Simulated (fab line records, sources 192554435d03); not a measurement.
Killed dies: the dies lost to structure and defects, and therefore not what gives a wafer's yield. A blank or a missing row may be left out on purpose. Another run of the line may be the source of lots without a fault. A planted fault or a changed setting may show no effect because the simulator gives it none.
Problem report, 8D (eight disciplines) form, completed by code :: flow n5-finfet :: the parts of the form that need people (team, actions taken, sign-off) are left out

== 1. WHAT IS WRONG ==
On 2 wafers of 1 lot, killed-at-front-end at N5_PASSIVATION_PROBE_49 has a mean of 188; fault-free wafers read 38, standard deviation 10. That puts it +15 standard deviations away from the usual mean.
First seen on wafer L689.4, day 17 08:15, on prober-01. At this step, 7 wafers from 3 lots have a number in the record. Rule for "out", or "out of limits": more than 4 standard deviations from the usual mean. All remaining wafers that have a number are taken as sound.

== 2. WHAT IT IS, AND WHAT IT ISN'T ==
question: which readings at this step
is: killed-at-front-end, defect-limited-yield, killed-dies, sort_bin_5_function, sort-n-pass, sort-yield-pct
is not: killed_at_M0_to_M3, killed_at_M4_up, killed-at-contacts, killed-at-other, killed-open, killed-short, sort_bin_8_speed

question: which lots
is: L689
is not: L683, L691

question: which wafers of those lots
is: all that have a number
is not: -

question: read on which tools
is: prober-01
is not: prober-02

question: when
is: from day 17 08:15
is not: up to then (2 sound wafers); but 3 sound wafers of L691 came after

== 3. SUSPECTS, AND WHAT RULES EACH OUT ==
Counting: a tool stays on the suspect list if, at a process step up to the reading, it processed all lots that are out and no sound lot following the first of them.
- plasma-asher-01 at N5_HKMG_FIN_STRIP_88 (strips in N2/H2, time 360 s): kept. It ran the lot that is out, L689 (day 9 00:46), and no sound lot after that; its last sound lot up to then is L683 (day 7 11:29).
- pvd-sputter-03 at N5_PASSIVATION_AL_DEP_21 (deposits Al, target thk 2800 nm, time 170 s): kept. It ran the lot that is out, L689 (day 17 02:22), and no sound lot after that.
- rie-diel-02 at N5_PASSIVATION_ETCH_54 (etches SiO2 in CHF3/O2, target depth 880 nm, time 440 s): ruled out as a lasting fault. The sound lots L691 went through it after L689, its earliest lot that is out (day 17 05:19).
- prober-01 at N5_PASSIVATION_PROBE_49: kept. It ran the lot that is out, L689 (day 17 08:15), and no sound lot after that. Its own readings are out on those wafers: defect-limited-yield, killed-at-front-end, killed-dies, sort_bin_5_function, sort-n-pass, sort-yield-pct.
plasma-asher-01 at N5_HKMG_FIN_STRIP_88, pvd-sputter-03 at N5_PASSIVATION_AL_DEP_21 and prober-01 at N5_PASSIVATION_PROBE_49 are what is left after counting.

== 4. THE CAUSE (what the simulator had put in) ==
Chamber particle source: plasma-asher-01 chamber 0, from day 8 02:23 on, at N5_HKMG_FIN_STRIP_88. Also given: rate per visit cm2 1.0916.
Counting left 3 suspects, and this tool is among them.

== 5. THE EFFECT CHAIN, in route order ==
Each row: a reading whose mean over the struck wafers that have a number lies more than 3 standard deviations from the usual. Only readings whose record carries a usual standard deviation are examined. hours: median over the lots of the time between each lot's start at the first step of this table that gives one and its start at this step. sigmas: the change, counted in usual standard deviations.
hours: 0
step: N5_PASSIVATION_PROBE_49
reading: defect-limited-yield
usual: 91.5 %
on struck wafers: 78.7
change: -12.8
sigmas: -8.5

hours: 0
step: N5_PASSIVATION_PROBE_49
reading: killed-at-front-end
usual: 38
on struck wafers: 188
change: +150
sigmas: +15

hours: 0
step: N5_PASSIVATION_PROBE_49
reading: killed-dies
usual: 100
on struck wafers: 252
change: +152
sigmas: +8.4

hours: 0
step: N5_PASSIVATION_PROBE_49
reading: sort_bin_5_function
usual: 5.0 %
on struck wafers: 13.4
change: +8.4
sigmas: +8.4

hours: 0
step: N5_PASSIVATION_PROBE_49
reading: sort-n-pass
usual: 1080
on struck wafers: 928
change: -152
sigmas: -8.4

hours: 0
step: N5_PASSIVATION_PROBE_49
reading: sort-yield-pct
usual: 91.5 %
on struck wafers: 78.7
change: -12.8
sigmas: -8.5
Here are the process steps it includes:
- N5_PASSIVATION_PROBE_49

== 6. WHAT WOULD HAVE CAUGHT IT SOONER ==
222 hours passed between the start of the fault at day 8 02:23 and the first reading out of limits in this record, taken at day 17 08:15.
An alarm limit of 4 standard deviations would not have fired on the tool readings at N5_HKMG_FIN_STRIP_88 for which the record gives a usual standard deviation, since none of them was out on any struck wafer.
Each of the lots that are out, 1 in all, had begun N5_HKMG_FIN_STRIP_88 on plasma-asher-01 no later than day 17 08:15. A hold on the tool at that time would have spared none of them.
